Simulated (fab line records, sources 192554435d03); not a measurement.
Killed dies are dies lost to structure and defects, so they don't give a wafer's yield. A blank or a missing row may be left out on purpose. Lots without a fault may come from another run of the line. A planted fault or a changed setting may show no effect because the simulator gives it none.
Chamber matching | flow n5_finfet | N5_BEOL_M3_ALD_84 on ald_metal-04: 4 sister chambers
The step deposits TaN, pulse time 2 s, purge time 3 s, co reactant purge time 2 s. 8 wafers are shown with their chamber, then 8 later ones without.

WAFERS WITH THEIR CHAMBER
wafer  | chamber | heater_power_w (W) | heater_power_outer_w (W)
L077.6 | 3       | 407                | 226
L082.2 | 1       | 421                | 222
L082.3 | 2       | 416                | 214
L082.6 | 0       | 522                | 306
L087.1 | 1       | 427                | 218
L087.2 | 0       | 525                | 307
L087.4 | 3       | 407                | 220
L092.2 | 2       | 412                | 218

WAFERS WITHOUT THEIR CHAMBER
wafer  | heater_power_w (W) | heater_power_outer_w (W)
L092.4 | 416                | 223
L092.6 | 413                | 213
L093.1 | 521                | 308
L093.5 | 421                | 220
L093.6 | 409                | 214
L095.1 | 403                | 211
L095.2 | 421                | 227
L095.4 | 525                | 307

WHICH CHAMBER EACH WENT THROUGH
wafer  | from the rows above          | in truth
L092.4 | can't be placed: 2 or 1 or 3 | 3
L092.6 | 2                            | 2
L093.1 | 0                            | 0
L093.5 | can't be placed: 1 or 2      | 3
L093.6 | can't be placed: 2 or 3      | 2
L095.1 | can't be placed: 2 or 3      | 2
L095.2 | can't be placed: 1 or 2      | 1
L095.4 | 0                            | 0
Placed correctly: 3 of 8. Can't be placed from these rows: 5 (the true chamber is among the candidates in 4). Placed wrongly: 0.
How it was worked out, from the rows above alone: a wafer's distance from a chamber is the root of the sum, over the readings, of the square of ((its reading less the chamber's mean) divided by the reading's scatter). The wafer belongs to the nearest chamber; if the next one is less than 2 further off, it can't be placed. A chamber's mean is the mean of its shown wafers. The scatter: the root of (the sum of the squares of (reading less its chamber's mean) over the shown wafers, divided by (wafers less chambers)).
